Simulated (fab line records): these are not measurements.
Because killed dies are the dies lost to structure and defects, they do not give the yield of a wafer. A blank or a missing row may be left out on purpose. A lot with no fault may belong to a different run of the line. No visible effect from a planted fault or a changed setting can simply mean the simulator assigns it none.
fab line records    flow n5_finfet
[record] lots = 6  wafers = 18  last_day = 16
route steps=1938 shown MIM_BOT_LITHO@1854 MIM_BOT_ETCH@1866 PASSIVATION@1936
lots that met no fault: taken from a fault-free run of the same line
start_h: hours from the record's opening day to when the first of the lot's shown wafers began    wait_h: hours elapsed since this lot's preceding step    " identical to the entry in the row above    L1.1+2: a single row standing in for several wafers    - no value, or no start given    * or withheld: withheld    < > ~ a bound
route shown NAME@n: a module of which the file shows steps, and the number in the route of the first    usual: mean/standard deviation taken from wafers without a fault    same: alike in all rows    chamber/n: place in a boat    sites: the reading at each site    _std_site: standard deviation of those values    _edge_site: mean of outer sites minus mean of inner sites    radius_mm: how far each site lies from the wafer's centre    mask NAME#n: copy n    behind: the most recent tool/chamber to have shaped the wafer    hold: why the lot was held/for how many hours/how that ended    device: which transistor (n, p or np) failed to switch    end of line: the route-end tests of the same wafers    step lacking rows: just its recipe    killed: dies that structure and defects cost at the first sort, which is not the same as the wafer's yield    map: the dies of a wafer, with x for killed, . for not killed, _ for no die there
set.NAME: the setting as run; set.NAME@STEP: as run at that earlier step    model.NAME: the simulator's own value behind a step, which no gauge read
lots seen at some steps along the route; tables by step, rows by wafer
services: the hour from which a tool's chamber was out of use, counted from the record's first day as start_h (under 0 if before that day), plus the number of hours and why
[[steps]]
[step N5_MIM_BOT_LITHO_HMDS_01]
[recipe] time_s = 60  temp_c = 120
[step N5_MIM_BOT_LITHO_COAT_02]
[recipe] spin_rpm = *  resist_thk_nm = *
[step N5_MIM_BOT_LITHO_EBR_04]
[recipe] solvent = PGMEA  ebr_width_mm = 1.5
[step N5_MIM_BOT_LITHO_SOFTBAKE_03]
[recipe] temp_c = 100  time_s = 90
[step N5_MIM_BOT_LITHO_EXPOSE_05]
[recipe] mask_id = MIM_BOT  na = 0.55  source_shape = conventional  sigma_outer = 0.8  polarization = unpolarized  dose_mj = 24.25
[step N5_MIM_BOT_LITHO_PEB_06]
[recipe] peb_temp_c = withheld  peb_time_s = *
[step N5_MIM_BOT_LITHO_DEVELOP_07]
[recipe] develop_time_s = 60  rinse_liquid = diw  dry = air_spin  dev_temp_c = 21
[step N5_MIM_BOT_LITHO_HARDBAKE_09]
[recipe] temp_c = 130  time_s = 120
[step N5_MIM_BOT_LITHO_CD_MEAS_08]
[recipe] target_cd_nm = 3000  landing_energy_ev = 500  detector = se_inlens  polarity = opening
[usual] cd_nm = 2999.4/1.7
lot.wafer  tool       chamber  start_h  wait_h  cd_nm
L719.1     cd_sem-03  0        307.49   -       3001.9
L719.3     "          0        "        "       2999.6
L719.6     "          0        "        "       2997.0
L720.2     cd_sem-03  0        318.52   -       3001.5
L720.3     "          0        "        "       3003.2
L720.5     "          0        "        "       3001.7
L721.1     cd_sem-01  0        322.87   -       3000.1
L721.3     "          0        "        "       2998.5
L721.4     "          0        "        "       3000.9
L723.1     cd_sem-02  0        323.08   -       3001.7
L723.3     "          0        "        "       3002.2
L723.5     "          0        "        "       2999.7
L724.1     cd_sem-01  0        329.98   -       3001.2
L724.3     "          0        "        "       3000.3
L724.5     "          0        "        "       3000.8
L733.1     cd_sem-02  0        379.33   -       2998.2
L733.2     "          0        "        "       2999.8
L733.3     "          0        "        "       3000.5
[step N5_MIM_BOT_LITHO_OVL_MEAS_11]
[recipe] points_per_wafer = 44
[usual] MIM_BOT_OVL = -2/6.2
lot.wafer  tool        chamber  start_h  wait_h  MIM_BOT_OVL[nm]
L719.1     overlay-02  0        307.53   0.0     0
L719.3     "           0        "        "       1
L719.6     "           0        "        "       -2
L720.2     overlay-01  0        318.55   0.0     3
L720.3     "           0        "        "       4
L720.5     "           0        "        "       -6
L721.1     overlay-01  0        322.90   0.0     -5
L721.3     "           0        "        "       2
L721.4     "           0        "        "       -4
L723.1     overlay-01  0        323.11   0.0     -3
L723.3     "           0        "        "       -4
L723.5     "           0        "        "       -14
L724.1     overlay-02  0        330.01   0.0     5
L724.3     "           0        "        "       -2
L724.5     "           0        "        "       -7
L733.1     overlay-02  0        379.36   0.0     -9
L733.2     "           0        "        "       -14
L733.3     "           0        "        "       -7
[step N5_MIM_BOT_LITHO_INSPECT_12]
[recipe] mode = adi  inspect_instrument = macro
[usual] raw_defect_count = 2.0/1.5
lot.wafer  tool               chamber  start_h  wait_h  raw_defect_count
L719.1     defect_inspect-02  -        307.55   0.0     6
L719.3     "                  -        "        "       2
L719.6     "                  -        "        "       2
L720.2     defect_inspect-01  -        318.57   0.0     5
L720.3     "                  -        "        "       0
L720.5     "                  -        "        "       3
L721.1     defect_inspect-01  -        322.92   0.0     1
L721.3     "                  -        "        "       0
L721.4     "                  -        "        "       0
L723.1     defect_inspect-02  -        323.14   0.0     4
L723.3     "                  -        "        "       1
L723.5     "                  -        "        "       2
L724.1     defect_inspect-01  -        330.03   0.0     3
L724.3     "                  -        "        "       1
L724.5     "                  -        "        "       2
L733.1     defect_inspect-02  -        379.39   0.0     2
L733.2     "                  -        "        "       0
L733.3     "                  -        "        "       2
[step N5_MIM_BOT_LITHO_DESCUM_10]
[recipe] chemistry = O2  time_s = 7.9  source_power_w = 50  bias_power_w = 20  pressure_mtorr = 20  rf_frequency_hz = 2.712e+07  temp_c = 40  o2_flow_sccm = 225
[usual] drypump_motor_current_A = 5.8/0.33  o2_flow_sccm = 224.9/0.77  oes_product_au = 0.77/0.092  rf_vpp_V = 243.0/1.4  showerhead_plenum_p_Torr = 2.09/0.073  throttle_valve_pct = 20.48/0.21
lot.wafer  tool         chamber  start_h  wait_h  drypump_motor_current_A  o2_flow_sccm  oes_product_au  rf_hours_counter_h  rf_vpp_V  showerhead_plenum_p_Torr  throttle_valve_pct
L719.1     rie_diel-04  2        307.58   0.0     5.5                      225.3         0.69            219                 241.1     2.09                      20.79
L719.3     "            1        "        "       5.5                      225.3         0.93            12                  243.6     2.13                      20.53
L719.6     "            3        "        "       6.1                      224.7         0.71            -                   241.5     2.00                      20.33
L720.2     rie_diel-04  2        318.64   0.1     5.5                      226.0         0.68            223                 244.5     2.09                      20.80
L720.3     "            0        "        "       5.9                      224.7         0.70            195                 243.0     2.01                      20.39
L720.5     "            2        "        "       5.5                      225.1         0.69            -                   242.5     2.09                      20.81
L721.1     rie_diel-04  2        322.95   0.0     5.6                      225.8         0.69            224                 242.9     2.09                      20.80
L721.3     "            3        "        "       6.1                      224.5         0.70            211                 241.0     2.00                      20.34
L721.4     "            3        "        "       6.1                      225.6         0.70            -                   242.7     2.00                      20.35
L723.1     rie_diel-04  3        323.17   0.0     6.1                      226.4         0.70            211                 240.7     2.00                      20.36
L723.3     "            0        "        "       5.9                      224.2         0.70            196                 241.2     2.01                      20.38
L723.5     "            0        "        "       5.8                      223.8         0.70            -                   241.8     2.01                      20.38
L724.1     rie_diel-01  0        330.97   0.9     6.5                      224.8         0.82            86                  243.7     2.19                      20.11
L724.3     "            3        "        "       5.4                      225.1         0.77            132                 243.6     2.11                      20.74
L724.5     "            2        "        "       5.3                      226.0         0.82            -                   243.2     2.11                      20.42
L733.1     rie_diel-06  2        379.42   0.0     5.3                      224.0         0.80            121                 242.6     2.10                      20.30
L733.2     "            1        "        "       5.7                      224.9         0.85            68                  243.9     2.20                      20.40
L733.3     "            3        "        "       6.0                      224.7         0.71            183                 242.4     2.07                      20.37
[step N5_MIM_BOT_ETCH_ETCH_04]
[recipe] chemistry = CF4/O2  target = SiNx  target_depth_a = 260  time_s = 13  ion_energy_ev = 100  pressure_mtorr = 40  source_w = 535  bias_w = 49  Ar_flow_sccm = 100  cf4_flow_sccm = 100  O2_flow_sccm = 10
[usual] cf4_flow_sccm = 99.98/0.27  drypump_motor_current_A = 5.8/0.33  oes_o_777_au = 0.78/0.079  oes_product_au = 0.77/0.086  rf_vpp_V = 241/3.4  showerhead_plenum_p_Torr = 2.20/0.076  throttle_valve_pct = 16.02/0.18
lot.wafer  tool         chamber  start_h  wait_h  cf4_flow_sccm  drypump_motor_current_A  oes_o_777_au  oes_product_au  rf_hours_counter_h  rf_vpp_V  showerhead_plenum_p_Torr  throttle_valve_pct
L719.1     rie_diel-04  2        307.65   0.0     99.89          5.5                      0.71          0.69            219                 246       2.18                      16.26
L719.3     "            1        "        "       100.06         5.6                      0.90          0.91            12                  243       2.24                      15.97
L719.6     "            3        "        "       100.39         6.1                      0.73          0.74            -                   241       2.11                      15.89
L720.2     rie_diel-04  2        318.70   0.0     100.14         5.6                      0.71          0.68            223                 246       2.18                      16.27
L720.3     "            0        "        "       99.87          5.9                      0.74          0.72            195                 242       2.11                      15.88
L720.5     "            2        "        "       99.85          5.5                      0.71          0.68            -                   246       2.18                      16.27
L721.1     rie_diel-04  2        323.02   0.0     69.64          5.5                      1.04          0.66            224                 236       1.96                      15.04
L721.3     "            3        "        "       69.89          6.1                      1.06          0.71            211                 234       1.90                      14.70
L721.4     "            3        "        "       69.65          6.1                      1.06          0.71            -                   232       1.90                      14.69
L723.1     rie_diel-04  3        323.24   0.0     69.68          6.1                      1.06          0.71            211                 232       1.90                      14.70
L723.3     "            0        "        "       70.24          5.9                      1.10          0.69            196                 231       1.90                      14.65
L723.5     "            0        "        "       69.69          5.9                      1.09          0.69            -                   232       1.90                      14.66
L724.1     rie_diel-01  0        331.03   0.0     100.29         6.5                      0.81          0.81            86                  245       2.31                      15.72
L724.3     "            3        "        "       99.96          5.4                      0.79          0.78            132                 234       2.22                      16.24
L724.5     "            2        "        "       99.93          5.3                      0.81          0.82            -                   245       2.24                      16.04
L733.1     rie_diel-06  2        379.49   0.0     99.38          5.3                      0.79          0.79            121                 241       2.22                      15.91
L733.2     "            1        "        "       100.30         5.7                      0.83          0.86            68                  235       2.31                      15.96
L733.3     "            3        "        "       99.79          6.0                      0.72          0.72            183                 245       2.18                      15.96
[step N5_MIM_BOT_ETCH_ETCH_03]
[recipe] chemistry = Cl2/BCl3  target_depth_a = 120  pressure_mtorr = 8  icp_w = 800  bias_w = 100  Cl2_flow_sccm = 20  bcl3_flow_sccm = 80
[usual] drypump_motor_current_A = 5.71/0.19  oes_product_au = 0.73/0.06  throttle_valve_pct = 27.48/0.18
lot.wafer  tool          chamber  start_h  wait_h  drypump_motor_current_A  oes_product_au  rf_hours_counter_h  throttle_valve_pct
L719.1     rie_metal-03  1        307.74   0.1     5.40                     0.81            34                  27.58
L719.3     "             1        "        "       5.37                     0.81            -                   27.59
L719.6     "             0        "        "       5.98                     0.83            -                   27.49
L720.2     rie_metal-03  0        318.79   0.1     5.99                     0.82            29                  27.48
L720.3     "             0        "        "       5.94                     0.82            -                   27.48
L720.5     "             0        "        "       5.98                     0.83            -                   27.48
L721.1     rie_metal-02  1        323.11   0.1     5.84                     0.68            82                  27.57
L721.3     "             1        "        "       5.84                     0.68            -                   27.60
L721.4     "             0        "        "       5.86                     0.78            -                   27.63
L723.1     rie_metal-03  1        323.33   0.1     5.40                     0.80            36                  27.59
L723.3     "             0        "        "       6.01                     0.83            -                   27.49
L723.5     "             0        "        "       6.04                     0.83            -                   27.48
L724.1     rie_metal-03  0        331.12   0.1     5.99                     0.83            30                  27.50
L724.3     "             1        "        "       5.40                     0.80            -                   27.59
L724.5     "             1        "        "       5.43                     0.80            -                   27.59
L733.1     rie_metal-01  1        379.58   0.1     5.63                     0.68            84                  27.44
L733.2     "             0        "        "       5.56                     0.67            79                  27.11
L733.3     "             0        "        "       5.53                     0.67            -                   27.11
[step N5_PASSIVATION_PROBE_49]
[usual] defect_limited_yield = 91.1/1.4  killed_at_M0_to_M3 = 32/9.4  killed_at_M4_up = 14/5.1  killed_at_contacts = 11/5.5  killed_at_front_end = 44/13  killed_at_other = 4/3.2  killed_dies = 104/16  killed_open = 70/12  killed_short = 33/7.8  sort_bin_5_function = 5.1/0.91  sort_bin_6_memory = 3.4/0.63  sort_n_pass = 1075/16  sort_yield_pct = 91.2/1.4
[same] gross_dies = 1180  killed_at_back_side = 0  sort_bin_4_leakage[%] = 0  sort_bin_8_speed[%] = 0
lot.wafer  tool       chamber  start_h  wait_h  defect_limited_yield[%]  killed_at_M0_to_M3  killed_at_M4_up  killed_at_contacts  killed_at_front_end  killed_at_other  killed_dies  killed_open  killed_short  sort_bin_5_function[%]  sort_bin_6_memory[%]  sort_n_pass  sort_yield_pct[%]
L719.1     prober-02  -        317.07   0.0     92.0                     19                  15               9                   50                   1                94           65           27            4.1                     3.2                   1086         92.0
L719.3     prober-02  -        317.17   0.1     91.9                     18                  12               7                   57                   1                95           59           35            4.7                     3.1                   1085         91.9
L719.6     prober-02  -        317.32   0.3     91.4                     20                  15               5                   58                   4                102          74           27            5.2                     3.1                   1078         91.4
L721.1     prober-01  -        332.03   0.0     89.4                     32                  9                11                  65                   8                125          80           43            5.3                     5.0                   1055         89.4
L721.3     prober-01  -        332.13   0.1     88.5                     49                  9                8                   63                   7                136          95           39            7.5                     3.9                   1044         88.5
L721.4     prober-01  -        332.18   0.2     88.6                     24                  24               6                   77                   4                135          101          33            6.9                     4.2                   1045         88.6
L723.1     prober-02  -        333.69   0.0     93.6                     16                  12               9                   31                   8                76           57           19            3.4                     2.9                   1104         93.6
L723.3     prober-02  -        333.79   0.1     92.5                     25                  7                20                  36                   0                88           63           24            3.9                     3.1                   1092         92.5
L723.5     prober-02  -        333.89   0.2     91.0                     22                  14               17                  44                   9                106          77           29            4.7                     4.1                   1074         91.0
// killed by level:class
L719.1 STI_FIN_REVEAL:geometric_particle:open=12 FIN_SAQP:geometric_particle:open=9 DUMMY_GATE:geometric_particle:open=9 BEOL_M3:geometric_particle:open=8 MOL_CONTACT_COAG:geometric_particle:open=7 GATE_CUT:geometric_particle:short=4 BEOL_M4:geometric_particle:open=4 FIN_SAQP:geometric_particle:short=3
L719.3 FIN_SAQP:geometric_particle:open=12 STI_FIN_REVEAL:geometric_particle:open=10 FIN_SAQP:geometric_particle:short=9 GATE_CUT:geometric_particle:short=7 BEOL_M2:geometric_particle:open=7 GATE_CUT:geometric_particle:open=6 MOL_CONTACT_COAG:geometric_particle:open=5 BEOL_M5:geometric_particle:open=4
L719.6 FIN_SAQP:geometric_particle:open=17 STI_FIN_REVEAL:geometric_particle:open=12 DUMMY_GATE:geometric_particle:open=7 STI_FIN_REVEAL:geometric_particle:short=5 MOL_CONTACT_COAG:geometric_particle:open=5 BEOL_M2:geometric_particle:open=5 BEOL_M4:geometric_particle:open=5 FIN_SAQP:geometric_particle:short=4
L721.1 STI_FIN_REVEAL:geometric_particle:open=20 FIN_SAQP:geometric_particle:open=10 MOL_CONTACT_COAG:geometric_particle:open=8 FIN_SAQP:geometric_particle:short=7 BEOL_M0_SAQP:geometric_particle:short=7 BEOL_M0_SAQP:geometric_particle:open=7 BEOL_M2:geometric_particle:open=5 BEOL_M1:geometric_particle:open=5
L721.3 STI_FIN_REVEAL:geometric_particle:open=20 FIN_SAQP:geometric_particle:open=10 BEOL_M0_SAQP:geometric_particle:open=10 BEOL_M0_SAQP:geometric_particle:short=8 BEOL_M2:geometric_particle:open=8 FIN_SAQP:geometric_particle:short=7 BEOL_M3:geometric_particle:open=7 DUMMY_GATE:geometric_particle:open=7
L721.4 STI_FIN_REVEAL:geometric_particle:open=30 BEOL_M4:geometric_particle:open=15 FIN_SAQP:geometric_particle:open=10 FIN_SAQP:geometric_particle:short=9 GATE_CUT:geometric_particle:short=6 BEOL_M2:geometric_particle:open=6 BEOL_M1:geometric_particle:open=5 STARTING-WAFER:geometric_particle:short=5
L723.1 STI_FIN_REVEAL:geometric_particle:open=10 MOL_CONTACT_COAG:geometric_particle:open=7 BEOL_M2:geometric_particle:open=7 FIN_SAQP:geometric_particle:open=5 GATE_CUT:geometric_particle:short=5 BEOL_M4:geometric_particle:open=4 PASS1_CAP:geometric_particle:open=4 BEOL_M3:geometric_particle:open=3
L723.3 MOL_CONTACT_COAG:geometric_particle:open=15 BEOL_M2:geometric_particle:open=11 STI_FIN_REVEAL:geometric_particle:open=9 FIN_SAQP:geometric_particle:open=7 BEOL_M3:geometric_particle:open=6 STI_FIN_REVEAL:geometric_particle:short=5 MOL_CONTACT_COAG:geometric_particle:short=5 GATE_CUT:geometric_particle:short=3
L723.5 STI_FIN_REVEAL:geometric_particle:open=18 MOL_CONTACT_COAG:geometric_particle:open=15 BEOL_M2:geometric_particle:open=7 BEOL_M4:geometric_particle:open=7 BEOL_M3:geometric_particle:open=6 STARTING-WAFER:geometric_particle:short=5 GATE_CUT:geometric_particle:short=4 BEOL_M4:geometric_particle:short=4
[[services]]
tool          chamber  start_h  hours  kind
rie_metal-02  -        302.98   1.2    repair
rie_diel-04   1        315.54   14.6   repair
rie_metal-01  0        321.92   5.9    repair
rie_diel-01   1        330.89   -      clean
rie_diel-01   1        330.89   -      consumable_replace:focus_ring
rie_diel-01   1        330.89   15.4   scheduled_down
rie_diel-01   1        330.89   15.4   vent_cycle
rie_diel-01   -        345.81   4.3    pm
rie_diel-06   0        361.45   -      clean
rie_diel-06   0        361.45   -      consumable_replace:focus_ring
rie_diel-06   0        361.45   -      consumable_replace:showerhead
rie_diel-06   0        361.45   20.9   scheduled_down
rie_diel-06   0        361.45   20.9   vent_cycle
[[key]]
[first_sign] step = N5_MIM_BOT_ETCH_ETCH_04  reading = cf4_flow_sccm  direction = down  sigmas = 99+  usual = 99.98  struck = 69.80
[effect] step = N5_MIM_BOT_ETCH_ETCH_04  reading = throttle_valve_pct  direction = down  sigmas = 7.1  usual = *  struck = *
met_at N5_MIM_BOT_ETCH_ETCH_04
struck_wafers L721.1,L721.3,L721.4,L723.1,L723.3,L723.5
onset_between 318.70 323.02
[fault] kind = process_parameter_drift  tool = rie_diel-04  chamber = -  onset_h = 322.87  steps = N5_MIM_BOT_ETCH_ETCH_04  channel = cf4_flow_sccm  offset = -30  shape = step  end_h = 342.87  acts_in = these_recipes_only  stated = 100
